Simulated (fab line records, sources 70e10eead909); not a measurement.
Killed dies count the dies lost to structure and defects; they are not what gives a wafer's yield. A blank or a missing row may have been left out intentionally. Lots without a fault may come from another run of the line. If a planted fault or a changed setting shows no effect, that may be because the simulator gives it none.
fab line records	flow nandHarc
[record] lots = 24	wafers = 72	lastDay = 33
route steps=1302 shown A_ZERO_WELL@411 A_CHANNEL_HOLE_D1@451 A_CHANNEL_FILL_D1@508 A_ONON_D2@554
lots that met no fault: taken from a fault-free run of the same line
startH: hours from the record's first day to the start of the lot's first wafer shown	waitH: how many hours have passed since the lot's step before this one	" the same as in the row above	L1.1+2: several wafers, shown together as one row	- no value, or no start given	* or withheld: withheld	< > ~ a bound
route shown NAME@n: a module of which the file shows steps, and the number in the route of the first	usual: the fault-free wafers' mean and standard deviation	same: alike in all rows	chamber/n: place in a boat	sites: each site's reading	_std_site: the standard deviation of these	_edge_site: mean of outer sites minus mean of inner sites	radiusMm: how far each site lies from the wafer's centre	mask NAME#n: copy n	behind: the most recent tool/chamber to have shaped the wafer	hold: cause of the lot's hold/its duration in hours/its outcome	device: whichever transistor did not switch (one of n, p or np)	end of line: the route-end tests of the same wafers	a step with no rows: only its recipe	killed: dies that structure and defects cost at the first sort, which is not the same as the wafer's yield	map: per-die view of a wafer (x killed, . not killed, _ where there is no die)
set.NAME: the run value of the setting; set.NAME@STEP: its run value at that earlier step	model.NAME: the simulator's own value behind a step, which no gauge read
one table for each step of the route and one row for each wafer, over a sample of lots
services: when a tool's chamber went out of use (startH, in hours from the record's first day, below 0 if earlier), for how many hours, and the reason
[[steps]]
[step NHARC_A_ZERO_WELL_RTA_16]
[recipe] tempC = 1000	timeS = 10
[usual] lampPowerPct = 31.9/0.56	lamp_zone_4_pct = 31.9/0.56	lamp_zone_5_pct = 31.9/0.56	lamp_zone_7_pct = 32.4/0.57	wafer_temp_C_max = 1004.1/1
lot.wafer	tool	chamber	startH	waitH	lampPowerPct	lamp_zone_4_pct	lamp_zone_5_pct	lamp_zone_7_pct	wafer_temp_C_max
L074.1	rtpAnneal-01	0	141.70	-	31.5	31.5	31.5	32.0	1003.5
L074.3	"	0	"	"	31.5	31.4	31.5	32.0	1003.8
L074.6	"	0	"	"	31.4	31.4	31.4	32.0	1003.1
L076.2	rtpAnneal-02	0	159.94	-	32.6	32.6	32.6	33.2	1002.8
L076.3	"	0	"	"	32.6	32.6	32.5	33.2	1003.6
L076.4	"	0	"	"	32.7	32.6	32.6	33.2	1005.1
L075.3	rtpAnneal-01	0	160.82	-	31.4	31.5	31.5	32.0	1003.8
L075.5	"	0	"	"	31.5	31.5	31.5	31.9	1003.5
L075.6	"	0	"	"	31.5	31.5	31.5	32.0	1003.1
L077.3	rtpAnneal-01	0	172.49	-	31.5	31.5	31.5	32.0	1003.1
L077.4	"	0	"	"	31.5	31.5	31.5	32.0	1004.1
L077.5	"	0	"	"	31.5	31.5	31.4	31.9	1003.5
L078.2	rtpAnneal-01	0	178.30	-	31.4	31.4	31.5	31.9	1004.3
L078.3	"	0	"	"	31.5	31.4	31.4	31.9	1004.0
L078.6	"	0	"	"	31.5	31.4	31.4	32.0	1003.6
L079.1	rtpAnneal-02	0	193.95	-	32.6	32.7	32.6	33.2	1005.1
L079.2	"	0	"	"	32.6	32.7	32.6	33.1	1004.8
L079.6	"	0	"	"	32.6	32.7	32.6	33.1	1005.4
L080.1	rtpAnneal-01	0	204.84	-	31.4	31.4	31.5	31.9	1003.6
L080.4	"	0	"	"	31.5	31.5	31.5	31.9	1003.6
L080.5	"	0	"	"	31.5	31.5	31.5	31.9	1003.8
L081.1	rtpAnneal-01	0	209.71	-	31.5	31.5	31.5	31.9	1003.6
L081.4	"	0	"	"	31.4	31.4	31.5	32.0	1003.3
L081.6	"	0	"	"	31.4	31.5	31.6	31.9	1003.1
L082.2	rtpAnneal-02	0	221.92	-	32.7	32.6	32.6	33.2	1004.3
L082.5	"	0	"	"	32.6	32.6	32.6	33.2	1005.2
L082.6	"	0	"	"	32.6	32.6	32.6	33.1	1006.5
L083.2	rtpAnneal-02	0	232.81	0.1	32.6	32.6	32.6	33.2	1004.8
L083.4	"	0	"	"	32.6	32.7	32.5	33.1	1005.8
L083.6	"	0	"	"	32.7	32.6	32.6	33.2	1005.1
L084.3	rtpAnneal-02	0	248.48	0.2	32.6	32.6	32.5	33.2	1005.2
L084.4	"	0	"	"	32.7	32.6	32.7	33.2	1004.1
L084.5	"	0	"	"	32.6	32.6	32.7	33.1	1004.5
L085.1	rtpAnneal-02	0	249.27	-	32.6	32.6	32.6	33.1	1006.5
L085.4	"	0	"	"	32.6	32.6	32.6	33.1	1005.4
L085.5	"	0	"	"	32.6	32.6	32.6	33.1	1005.0
L086.2	rtpAnneal-01	0	264.38	-	31.4	31.5	31.4	32.0	1005.4
L086.3	"	0	"	"	31.5	31.5	31.4	32.0	1004.7
L086.4	"	0	"	"	31.5	31.5	31.5	31.9	1004.1
L087.2	rtpAnneal-01	0	270.14	0.1	31.5	31.4	31.4	32.0	1003.3
L087.3	"	0	"	"	31.5	31.5	31.4	32.0	1003.9
L087.4	"	0	"	"	31.5	31.5	31.5	32.0	1004.4
L088.3	rtpAnneal-01	0	287.68	-	31.5	31.5	31.5	32.0	1003.3
L088.4	"	0	"	"	31.4	31.5	31.5	32.0	1002.8
L088.6	"	0	"	"	31.5	31.4	31.5	32.0	1003.0
L089.4	rtpAnneal-02	0	288.96	-	32.7	32.6	32.6	33.1	1005.5
L089.5	"	0	"	"	32.6	32.6	32.6	33.2	1005.4
L089.6	"	0	"	"	32.6	32.6	32.7	33.2	1006.5
L091.2	rtpAnneal-02	0	305.10	-	32.5	32.6	32.6	33.2	1004.0
L091.3	"	0	"	"	32.6	32.5	32.6	33.2	1005.4
L091.5	"	0	"	"	32.6	32.6	32.6	33.1	1006.5
L090.1	rtpAnneal-01	0	306.26	-	31.4	31.5	31.5	32.0	1003.9
L090.4	"	0	"	"	31.5	31.5	31.5	32.0	1004.2
L090.6	"	0	"	"	31.4	31.5	31.5	31.9	1004.2
L092.3	rtpAnneal-01	0	322.12	-	31.5	31.5	31.5	32.0	1003.3
L092.4	"	0	"	"	31.4	31.5	31.5	32.0	1003.8
L092.5	"	0	"	"	31.5	31.4	31.5	32.0	1003.4
L093.1	rtpAnneal-02	0	328.28	0.1	32.7	32.6	32.6	33.1	1004.6
L093.2	"	0	"	"	32.6	32.6	32.6	33.1	1005.5
L093.3	"	0	"	"	32.6	32.7	32.6	33.1	1005.8
L094.2	rtpAnneal-01	0	350.24	-	31.4	31.4	31.4	31.9	1003.2
L094.3	"	0	"	"	31.4	31.5	31.5	32.0	1003.0
L094.5	"	0	"	"	31.4	31.4	31.5	31.9	1003.6
L095.3	rtpAnneal-01	0	360.86	0.2	31.4	31.5	31.4	31.9	1003.3
L095.5	"	0	"	"	31.4	31.4	31.5	32.0	1003.1
L095.6	"	0	"	"	31.4	31.4	31.4	32.0	1003.6
L096.2	rtpAnneal-01	0	363.80	0.1	31.4	31.5	31.3	31.9	1004.2
L096.3	"	0	"	"	31.5	31.4	31.5	31.9	1004.1
L096.6	"	0	"	"	31.3	31.4	31.4	31.9	1003.2
L097.3	rtpAnneal-01	0	370.47	-	31.4	31.5	31.5	32.0	1002.6
L097.5	"	0	"	"	31.4	31.4	31.4	31.9	1003.0
L097.6	"	0	"	"	31.5	31.5	31.4	32.0	1003.0
[step NHARC_A_CHANNEL_HOLE_D1_DEP_01]
[recipe] targetThkA = 1400	targetThkNm = 140	tempC = 400	pressureTorr = 3.5	flowSccm = 200	rfW = 350	material = SiON
[usual] heaterPowerOuterW = 434/65	heaterPowerW = 723/83
lot.wafer	tool	chamber	startH	waitH	heaterPowerOuterW	heaterPowerW	sinceWetCleanH
L074.1	pecvd-02	0	178.06	1.6	504	804	119
L074.3	"	1	"	"	535	799	119
L074.6	"	1	"	"	538	831	-
L075.3	pecvd-04	1	195.23	1.0	396	714	94
L075.5	"	2	"	"	544	876	-
L075.6	"	0	"	"	422	752	-
L076.2	pecvd-04	1	196.90	1.3	485	815	95
L076.3	"	2	"	"	514	828	95
L076.4	"	2	"	"	513	849	-
L077.3	pecvd-02	2	209.94	1.0	400	631	151
L077.4	"	1	"	"	517	803	-
L077.5	"	0	"	"	467	762	-
L078.2	pecvd-01	0	215.73	1.3	367	710	72
L078.3	"	1	"	"	378	675	72
L078.6	"	1	"	"	377	666	-
L079.2	pecvd-01	2	234.11	1.3	454	765	91
L079.1	"	0	"	"	388	736	91
L079.6	"	1	"	"	362	620	-
L080.1	pecvd-02	2	245.43	1.6	400	640	5
L080.4	"	0	"	"	453	702	-
L080.5	"	0	"	"	456	714	-
L081.1	pecvd-04	2	249.54	1.6	566	853	148
L081.6	"	0	"	"	430	724	-
L081.4	"	1	"	"	523	842	-
L082.2	pecvd-02	0	259.93	1.3	491	759	20
L082.5	"	0	"	"	511	767	-
L082.6	"	2	"	"	384	613	-
L083.2	pecvd-01	0	275.70	1.3	440	798	132
L083.4	"	1	"	"	347	608	-
L083.6	"	2	"	"	435	750	-
L085.1	pecvd-01	0	288.88	1.7	436	798	146
L085.4	"	1	"	"	298	560	-
L085.5	"	2	"	"	446	738	-
L084.3	pecvd-02	1	288.95	1.0	444	702	49
L084.5	"	0	"	"	562	853	-
L084.4	"	1	"	"	453	717	-
L086.2	pecvd-02	2	303.49	1.3	379	623	64
L086.3	"	0	"	"	475	730	-
L086.4	"	2	"	"	390	624	-
L087.2	pecvd-01	2	308.58	1.3	395	691	165
L087.3	"	1	"	"	309	558	165
L087.4	"	0	"	"	386	735	-
L088.3	pecvd-02	1	329.71	1.0	430	689	90
L088.6	"	0	"	"	487	756	-
L088.4	"	2	"	"	411	661	-
L089.4	pecvd-01	2	329.90	0.7	345	636	-
L089.5	"	0	"	"	420	774	-
L089.6	"	1	"	"	353	617	-
L091.2	pecvd-01	1	342.04	1.3	378	669	18
L091.3	"	0	"	"	435	784	18
L091.5	"	2	"	"	440	725	-
L090.1	pecvd-01	1	342.66	1.7	426	714	18
L090.4	"	2	"	"	423	724	-
L090.6	"	0	"	"	415	739	-
L092.3	pecvd-04	0	361.13	1.0	351	641	79
L092.5	"	0	"	"	367	654	-
L092.4	"	2	"	"	573	889	-
L093.2	pecvd-04	0	363.04	1.3	343	615	81
L093.3	"	1	"	"	446	764	81
L093.1	"	2	"	"	560	844	81
L094.3	pecvd-02	1	389.71	1.0	456	693	150
L094.2	"	0	"	"	463	714	150
L094.5	"	0	"	"	479	731	-
L095.3	pecvd-01	1	399.02	1.0	385	669	75
L095.6	"	1	"	"	394	684	-
L095.5	"	2	"	"	377	664	-
L096.3	pecvd-02	0	400.92	1.0	526	800	161
L096.2	"	1	"	"	470	722	161
L096.6	"	1	"	"	463	735	-
L097.3	pecvd-04	1	408.33	1.0	473	815	126
L097.6	"	1	"	"	487	813	-
L097.5	"	2	"	"	589	909	-
[step NHARC_A_CHANNEL_HOLE_D1_ETCH_34]
[recipe] targetDepthA = 1540	timeS = 77	cf4FlowSccm = 100	chf3FlowSccm = 30	arFlowSccm = 0	rfW = 500	biasW = 200	chemistry = CF4/CHF3
[usual] drypumpMotorCurrentA = 5.5/0.32	oesProductAu = 0.940/0.019	rfVppV = 370.0/2.4	showerheadPlenumPTorr = 1.56/0.071	throttleValvePct = 16.802/0.0079
lot.wafer	tool	chamber	startH	waitH	drypumpMotorCurrentA	oesProductAu	rfHoursCounterH	rfVppV	showerheadPlenumPTorr	throttleValvePct
L074.1	rieDiel-07	0	-	-	5.4	0.966	17	367.0	1.48	16.801
L074.3	"	1	"	"	5.7	0.978	16	369.7	1.55	16.809
L074.6	"	0	"	"	5.4	0.969	-	367.8	1.48	16.816
L075.3	rieDiel-10	1	-	-	5.4	0.917	11	365.6	1.48	16.799
L075.6	"	1	"	"	5.3	0.931	-	368.0	1.48	16.798
L075.5	"	2	"	"	5.1	0.918	-	372.6	1.63	16.818
L076.4	rieDiel-10	3	-	-	5.6	0.938	11	369.3	1.52	16.809
L076.3	"	1	"	"	5.4	0.924	12	368.0	1.48	16.796
L076.2	"	2	"	"	5.1	0.926	12	371.7	1.63	16.797
L077.3	rieDiel-10	1	-	-	5.3	0.929	13	368.2	1.48	16.810
L077.4	"	3	"	"	5.6	0.928	13	369.6	1.52	16.800
L077.5	"	0	"	"	5.5	0.920	-	374.2	1.68	16.800
L078.3	rieDiel-10	2	-	-	5.1	0.957	14	372.4	1.63	16.799
L078.2	"	0	"	"	5.5	0.971	15	374.8	1.68	16.806
L078.6	"	1	"	"	5.3	0.945	-	367.8	1.48	16.803
L079.1	rieDiel-12	1	-	-	5.1	0.934	45	368.9	1.55	16.810
L079.2	"	2	"	"	6.0	0.952	45	366.9	1.51	16.798
L079.6	"	1	"	"	5.1	0.940	-	371.1	1.55	16.802
L080.4	rieDiel-07	3	-	-	5.4	0.920	36	370.7	1.58	16.803
L080.1	"	2	"	"	5.4	0.920	39	367.3	1.51	16.796
L080.5	"	0	"	"	5.5	0.925	-	367.2	1.47	16.784
L081.1	rieDiel-12	3	-	-	5.7	0.924	44	369.9	1.53	16.797
L081.6	"	0	"	"	6.5	0.932	-	367.5	1.51	16.812
L081.4	"	1	"	"	5.1	0.927	-	368.8	1.55	16.797
L082.2	rieDiel-10	3	-	-	5.6	0.964	1	368.4	1.51	16.789
L082.6	"	2	"	"	5.1	0.947	-	371.0	1.63	16.812
L082.5	"	3	"	"	5.6	0.974	-	366.9	1.51	16.807
L083.2	rieDiel-10	0	-	-	5.5	0.938	2	373.6	1.67	16.808
L083.4	"	1	"	"	5.3	0.924	2	366.2	1.48	16.810
L083.6	"	0	"	"	5.5	0.928	-	375.0	1.67	16.803
L085.4	rieDiel-10	2	-	-	5.1	0.958	3	371.8	1.63	16.806
L085.1	"	3	"	"	5.6	0.976	3	368.1	1.51	16.787
L085.5	"	2	"	"	5.1	0.957	-	371.4	1.63	16.811
L084.3	rieDiel-12	3	-	-	5.8	0.958	2	369.5	1.53	16.814
L084.4	"	1	"	"	5.2	0.971	3	368.3	1.55	16.806
L084.5	"	3	"	"	5.7	0.958	-	370.8	1.53	16.796
L086.3	rieDiel-10	2	-	-	5.1	0.932	4	372.7	1.63	16.799
L086.2	"	0	"	"	5.5	0.942	4	374.1	1.67	16.796
L086.4	"	1	"	"	5.3	0.928	4	367.4	1.48	16.798
L087.3	rieDiel-10	2	-	-	5.1	0.915	5	372.7	1.63	16.788
L087.4	"	0	"	"	5.5	0.922	5	373.6	1.67	16.797
L087.2	"	1	"	"	5.4	0.921	4	366.3	1.48	16.807
L088.4	rieDiel-12	0	-	-	6.6	0.969	17	368.2	1.50	16.806
L088.3	"	2	"	"	6.0	0.964	18	368.5	1.50	16.810
L088.6	"	3	"	"	5.7	0.964	-	369.9	1.53	16.795
L089.4	rieDiel-07	1	-	-	5.7	0.956	6	368.5	1.54	16.800
L089.5	"	2	"	"	5.4	0.974	-	368.6	1.51	16.806
L089.6	"	3	"	"	5.4	0.971	-	371.3	1.58	16.823
L091.2	rieDiel-10	2	-	-	5.1	0.923	7	372.0	1.62	16.803
L091.3	"	3	"	"	5.6	0.939	7	368.6	1.51	16.800
L091.5	"	1	"	"	5.4	0.936	-	365.2	1.48	16.797
L090.1	rieDiel-07	0	-	-	5.5	0.935	11	366.3	1.47	16.792
L090.4	"	3	"	"	5.4	0.935	11	370.1	1.58	16.788
L090.6	"	1	"	"	5.7	0.935	-	370.2	1.54	16.794
L092.4	rieDiel-10	0	-	-	5.5	0.925	9	374.9	1.67	16.793
L092.3	"	1	"	"	5.3	0.928	8	367.1	1.48	16.812
L092.5	"	1	"	"	5.3	0.926	-	368.1	1.48	16.795
L093.1	rieDiel-10	2	-	-	5.1	0.919	8	371.7	1.62	16.807
L093.3	"	0	"	"	5.5	0.939	9	372.5	1.67	16.796
L093.2	"	1	"	"	5.3	0.921	9	367.7	1.48	16.813
L094.3	rieDiel-10	2	-	-	5.1	0.929	10	370.3	1.62	16.797
L094.2	"	3	"	"	5.6	0.940	11	367.7	1.51	16.790
L094.5	"	2	"	"	5.1	0.930	-	372.3	1.62	16.794
L095.3	rieDiel-10	3	-	-	5.6	0.932	12	369.1	1.51	16.805
L095.6	"	3	"	"	5.6	0.920	-	368.3	1.51	16.813
L095.5	"	0	"	"	5.5	0.927	-	373.0	1.67	16.804
L096.2	rieDiel-10	0	-	-	5.5	0.949	12	373.6	1.67	16.804
L096.3	"	2	"	"	5.1	0.912	12	371.9	1.62	16.783
L096.6	"	3	"	"	5.6	0.937	-	369.7	1.51	16.787
L097.3	rieDiel-10	1	-	-	5.3	0.922	11	365.3	1.48	16.804
L097.5	"	2	"	"	5.1	0.929	-	373.0	1.62	16.798
L097.6	"	3	"	"	5.6	0.927	-	369.9	1.51	16.803
[step NHARC_A_CHANNEL_HOLE_D1_ETCH_23]
[recipe] biasV = 5000	sourceW = withheld	pressureMtorr = 20	timeS = 819	arFlowSccm = 375	c4f8FlowSccm = 89.3	o2FlowSccm = 35.7	tempC = -20	targetDepthA = 16000	chemistry = C4F8/O2/Ar
[usual] c4f8FlowSccm = 89.25/0.26	drypumpMotorCurrentA = 5.9/0.45	showerheadPlenumPTorr = 3.69/0.11	throttleValvePct = 32.155/0.0089
lot.wafer	tool	chamber	startH	waitH	c4f8FlowSccm	drypumpMotorCurrentA	rfHoursCounterH	showerheadPlenumPTorr	throttleValvePct
L074.1	harEtch-01	1	185.19	0.5	89.56	6.1	86	3.73	32.146
L074.3	"	0	"	"	88.91	6.3	-	3.73	32.169
L074.6	"	0	"	"	89.38	6.4	-	3.73	32.152
L075.3	harEtch-01	0	198.94	0.5	89.36	6.3	-	3.73	32.152
L075.5	"	1	"	"	89.41	6.1	-	3.73	32.143
L075.6	"	0	"	"	89.32	6.3	-	3.73	32.158
L076.2	harEtch-02	0	201.55	0.5	89.15	5.2	310	3.61	32.150
L076.3	"	1	"	"	89.07	6.1	-	3.61	32.144
L076.4	"	0	"	"	89.55	5.1	-	3.62	32.151
L077.4	harEtch-01	0	213.69	0.5	89.21	6.3	-	3.72	32.162
L077.3	"	1	"	"	89.65	6.1	-	3.72	32.162
L077.5	"	1	"	"	89.70	6.1	-	3.72	32.156
L078.2	harEtch-01	0	219.34	0.5	89.13	6.3	105	3.72	32.158
L078.3	"	0	"	"	88.83	6.4	-	3.72	32.167
L078.6	"	0	"	"	89.01	6.4	-	3.72	32.147
L079.2	harEtch-01	1	237.52	0.5	89.35	6.1	113	3.72	32.172
L079.1	"	0	"	"	89.40	6.3	113	3.72	32.166
L079.6	"	1	"	"	89.34	6.1	-	3.72	32.152
L080.1	harEtch-02	0	250.89	0.5	89.22	5.2	336	3.60	32.151
L080.4	"	1	"	"	89.33	6.1	-	3.60	32.131
L080.5	"	1	"	"	89.25	6.1	-	3.60	32.157
L081.1	harEtch-01	1	254.52	0.5	89.42	6.1	124	3.71	32.169
L081.4	"	0	"	"	88.89	6.3	-	3.71	32.153
L081.6	"	1	"	"	89.27	6.1	-	3.71	32.153
L082.2	harEtch-02	0	263.58	0.5	88.85	5.1	340	3.60	32.147
L082.6	"	0	"	"	88.89	5.1	-	3.60	32.148
L082.5	"	1	"	"	89.23	6.1	-	3.60	32.159
L083.2	harEtch-02	0	281.32	0.5	89.35	5.1	351	3.59	32.153
L083.4	"	0	"	"	88.94	5.1	-	3.59	32.156
L083.6	"	0	"	"	89.19	5.1	-	3.59	32.143
L085.1	harEtch-01	1	292.36	0.5	88.94	6.1	139	3.70	32.158
L085.4	"	0	"	"	89.97	6.4	-	3.70	32.161
L085.5	"	1	"	"	89.27	6.1	-	3.70	32.153
L084.4	harEtch-02	1	292.73	0.5	89.50	6.1	-	3.59	32.172
L084.3	"	0	"	"	89.78	5.1	-	3.59	32.151
L084.5	"	0	"	"	89.35	5.1	-	3.59	32.157
L086.2	harEtch-01	1	307.04	0.5	89.10	6.1	151	3.70	32.159
L086.4	"	1	"	"	88.85	6.1	-	3.70	32.151
L086.3	"	0	"	"	89.75	6.3	-	3.70	32.166
L087.2	harEtch-02	1	313.79	1.0	89.14	6.1	-	3.58	32.156
L087.3	"	1	"	"	89.32	6.1	-	3.58	32.143
L087.4	"	1	"	"	89.02	6.1	-	3.58	32.140
L088.3	harEtch-01	0	337.04	0.5	89.45	6.4	-	3.69	32.143
L088.4	"	1	"	"	89.48	6.1	-	3.69	32.128
L088.6	"	1	"	"	89.21	6.1	-	3.69	32.163
L089.4	harEtch-02	0	337.55	0.5	89.28	5.1	-	3.58	32.169
L089.5	"	1	"	"	89.49	6.1	-	3.57	32.153
L089.6	"	0	"	"	89.27	5.2	-	3.58	32.161
L091.2	harEtch-02	1	348.12	0.5	89.39	6.1	397	3.56	32.162
L091.3	"	1	"	"	89.02	6.1	-	3.56	32.151
L091.5	"	0	"	"	89.06	5.1	-	3.58	32.152
L090.1	harEtch-01	1	349.04	0.5	88.70	6.0	181	3.68	32.122
L090.4	"	1	"	"	89.05	6.1	-	3.68	32.162
L090.6	"	1	"	"	89.15	6.1	-	3.68	32.160
L092.3	harEtch-01	1	364.77	0.5	89.13	6.1	-	3.68	32.166
L092.4	"	0	"	"	89.14	6.3	-	3.68	32.151
L092.5	"	1	"	"	89.29	6.1	-	3.68	32.163
L093.1	harEtch-02	1	368.80	0.5	89.02	6.1	413	3.56	32.163
L093.2	"	0	"	"	88.90	5.1	397	3.57	32.155
L093.3	"	0	"	"	89.24	5.1	-	3.57	32.148
L094.2	harEtch-02	1	395.54	0.5	89.05	6.1	1	3.93	32.161
L094.3	"	1	"	"	88.91	6.1	-	3.93	32.162
L094.5	"	1	"	"	88.86	6.1	-	3.93	32.142
L095.3	harEtch-02	1	404.11	0.5	89.44	6.1	-	3.93	32.155
L095.6	"	0	"	"	89.19	5.1	-	3.93	32.143
L095.5	"	1	"	"	89.50	6.1	-	3.93	32.148
L096.2	harEtch-02	0	407.94	0.5	89.25	5.1	13	3.93	32.161
L096.3	"	0	"	"	89.27	5.1	-	3.93	32.155
L096.6	"	0	"	"	88.96	5.1	-	3.93	32.159
L097.3	harEtch-01	0	412.11	0.5	89.33	6.4	-	3.66	32.147
L097.5	"	1	"	"	89.04	6.1	-	3.66	32.159
L097.6	"	0	"	"	89.46	6.4	-	3.66	32.166
[step NHARC_A_CHANNEL_FILL_D1_ETCHBACK_08]
[recipe] targetDepthA = 2200	timeS = 110	c4f8FlowSccm = 20	arFlowSccm = withheld	rfW = 600	biasW = 300	chemistry = C4F8
[usual] oesProductAu = 0.96/0.037	rfVppV = 442/3.3
lot.wafer	tool	chamber	startH	waitH	oesProductAu	rfHoursCounterH	rfVppV
L074.1	rieDiel-01	0	-	-	1.01	0.8	445
L074.3	"	1	"	"	1.01	0.9	443
L074.6	"	3	"	"	1.00	-	443
L076.2	rieDiel-01	3	-	-	1.00	1.2	443
L076.4	"	0	"	"	1.00	1.2	446
L076.3	"	1	"	"	1.01	1.2	444
L075.3	rieDiel-05	2	-	-	1.00	1.2	444
L075.5	"	2	"	"	1.00	-	444
L075.6	"	3	"	"	0.99	-	435
L077.4	rieDiel-05	1	-	-	0.93	1.4	441
L077.3	"	2	"	"	0.91	1.4	447
L077.5	"	1	"	"	0.93	-	441
L078.3	rieDiel-05	1	-	-	0.94	1.5	443
L078.2	"	2	"	"	0.94	1.5	445
L078.6	"	0	"	"	0.94	-	445
L079.2	rieDiel-08	2	-	-	0.93	7.3	439
L079.1	"	1	"	"	0.94	7.3	445
L079.6	"	2	"	"	0.94	-	436
L080.4	rieDiel-08	3	-	-	0.93	6.5	437
L080.1	"	1	"	"	0.93	7.5	444
L080.5	"	0	"	"	0.92	-	439
L081.4	rieDiel-01	0	-	-	1.00	4.3	446
L081.1	"	3	"	"	0.99	3.1	443
L081.6	"	1	"	"	1.00	-	442
L082.2	rieDiel-01	0	-	-	1.01	4.6	445
L082.5	"	1	"	"	1.00	-	442
L082.6	"	2	"	"	1.00	-	437
L083.4	rieDiel-01	2	-	-	0.91	5.6	438
L083.2	"	3	"	"	0.93	3.5	444
L083.6	"	2	"	"	0.92	-	437
L085.1	rieDiel-01	0	-	-	0.93	5.0	444
L085.4	"	3	"	"	0.93	3.7	443
L085.5	"	0	"	"	0.93	-	443
L084.3	rieDiel-05	2	-	-	0.92	4.3	443
L084.4	"	0	"	"	0.93	4.8	446
L084.5	"	2	"	"	0.92	-	444
L086.3	rieDiel-01	0	-	-	0.93	5.6	446
L086.4	"	1	"	"	0.93	6.6	444
L086.2	"	2	"	"	0.93	6.4	438
L087.4	rieDiel-08	1	-	-	1.01	12.4	445
L087.2	"	2	"	"	1.00	12.5	437
L087.3	"	3	"	"	1.01	11.7	437
L088.4	rieDiel-08	2	-	-	0.99	0.0	437
L088.3	"	0	"	"	1.01	0.0	440
L088.6	"	2	"	"	0.98	-	438
L089.4	rieDiel-05	3	-	-	0.93	6.2	437
L089.5	"	2	"	"	0.93	-	445
L089.6	"	3	"	"	0.93	-	437
L091.2	rieDiel-08	2	-	-	0.99	0.8	437
L091.3	"	0	"	"	0.98	0.8	439
L091.5	"	3	"	"	0.99	-	437
L090.1	rieDiel-01	2	-	-	0.99	0.2	437
L090.6	"	3	"	"	1.00	-	443
L090.4	"	0	"	"	1.00	-	446
L092.4	rieDiel-01	0	-	-	0.94	1.1	446
L092.3	"	3	"	"	0.92	1.1	443
L092.5	"	1	"	"	0.93	-	443
L093.2	rieDiel-08	3	-	-	1.00	2.2	436
L093.1	"	1	"	"	1.01	2.6	444
L093.3	"	2	"	"	1.00	2.4	437
L094.2	rieDiel-05	2	-	-	0.91	1.7	444
L094.3	"	1	"	"	0.91	1.5	442
L094.5	"	3	"	"	0.92	-	437
L095.3	rieDiel-08	1	-	-	0.93	4.3	445
L095.6	"	0	"	"	0.92	-	440
L095.5	"	1	"	"	0.93	-	446
L096.2	rieDiel-01	0	-	-	0.92	3.2	446
L096.3	"	3	"	"	0.93	3.5	442
L096.6	"	1	"	"	0.93	-	443
L097.3	rieDiel-01	1	-	-	0.99	3.4	443
L097.6	"	3	"	"	1.00	-	443
L097.5	"	0	"	"	0.99	-	445
[step NHARC_A_ONON_D2_THK_MEAS_14]
[recipe] thkMeasGauge = ellipsometry
[usual] thkNm = 1000/9.7
lot.wafer	tool	chamber	startH	waitH	thkNm
L074.1	filmMetro-01	-	280.75	-	1005
L074.3	"	-	"	"	1005
L074.6	"	-	"	"	1004
L075.3	filmMetro-01	-	295.25	-	1001
L075.5	"	-	"	"	1000
L075.6	"	-	"	"	1000
L076.2	filmMetro-01	-	295.34	-	991
L076.3	"	-	"	"	993
L076.4	"	-	"	"	992
L077.3	filmMetro-01	-	311.07	-	1016
L077.4	"	-	"	"	1015
L077.5	"	-	"	"	1015
L078.2	filmMetro-01	-	317.48	-	978
L078.3	"	-	"	"	978
L078.6	"	-	"	"	974
L079.1	filmMetro-01	-	335.87	-	999
L079.2	"	-	"	"	998
L079.6	"	-	"	"	1001
L080.1	filmMetro-02	-	342.49	-	1005
L080.4	"	-	"	"	1004
L080.5	"	-	"	"	1003
L081.1	filmMetro-01	-	342.53	-	996
L081.4	"	-	"	"	998
L081.6	"	-	"	"	997
L082.2	filmMetro-01	-	352.00	-	995
L082.5	"	-	"	"	995
L082.6	"	-	"	"	996
L083.2	filmMetro-01	-	379.17	-	1000
L083.4	"	-	"	"	999
L083.6	"	-	"	"	1000
L084.3	filmMetro-01	-	382.66	-	996
L084.4	"	-	"	"	997
L084.5	"	-	"	"	995
L085.1	filmMetro-01	-	382.94	-	989
L085.4	"	-	"	"	989
L085.5	"	-	"	"	989
L086.2	filmMetro-01	-	398.35	-	995
L086.3	"	-	"	"	995
L086.4	"	-	"	"	995
L087.2	filmMetro-02	-	409.78	-	1014
L087.3	"	-	"	"	1011
L087.4	"	-	"	"	1012
L089.4	filmMetro-02	-	430.83	-	1018
L089.5	"	-	"	"	1019
L089.6	"	-	"	"	1018
L088.3	filmMetro-01	-	430.88	-	1010
L088.4	"	-	"	"	1011
L088.6	"	-	"	"	1010
L091.2	filmMetro-02	-	436.56	-	992
L091.3	"	-	"	"	992
L091.5	"	-	"	"	992
L090.1	filmMetro-01	-	436.62	-	985
L090.4	"	-	"	"	986
L090.6	"	-	"	"	988
L092.3	filmMetro-01	-	460.94	-	1001
L092.4	"	-	"	"	1000
L092.5	"	-	"	"	1001
L093.1	filmMetro-02	-	463.57	-	998
L093.2	"	-	"	"	999
L093.3	"	-	"	"	999
L094.2	filmMetro-01	-	487.24	-	991
L094.3	"	-	"	"	994
L094.5	"	-	"	"	994
L095.3	filmMetro-02	-	493.85	-	1015
L095.5	"	-	"	"	1017
L095.6	"	-	"	"	1015
L096.2	filmMetro-01	-	505.85	-	1002
L096.3	"	-	"	"	1003
L096.6	"	-	"	"	1002
L097.3	filmMetro-02	-	505.91	-	1002
L097.5	"	-	"	"	1004
L097.6	"	-	"	"	1002
[[services]]
tool	chamber	startH	hours	kind
rieDiel-01	1	118.43	3.3	repair
rieDiel-01	2	121.72	41.1	repair
pecvd-01	-	130.37	13.0	pm
rieDiel-01	1	146.31	2.8	repair
rieDiel-01	1	171.73	9.5	repair
rieDiel-01	2	186.19	5.9	repair
rieDiel-01	0	192.01	2.4	repair
rieDiel-01	-	203.80	9.0	pm
pecvd-02	-	218.20	0.9	repair
pecvd-02	-	227.00	13.0	pm
rieDiel-10	-	242.54	9.0	pm
rieDiel-01	3	250.10	11.1	repair
rieDiel-01	3	281.96	4.6	repair
rieDiel-10	2	286.15	2.9	repair
pecvd-02	1	299.59	17.3	repair
pecvd-01	-	311.37	13.0	pm
pecvd-02	-	325.61	0.9	repair
pecvd-02	0	348.26	13.9	repair
rtpAnneal-01	-	372.00	12.0	pm
rieDiel-10	1	372.76	22.8	repair
rieDiel-01	-	373.98	0.9	repair
harEtch-02	-	377.00	17.0	pm
rieDiel-01	-	380.80	9.0	pm
rieDiel-10	-	419.54	9.0	pm
[[key]]
fault none
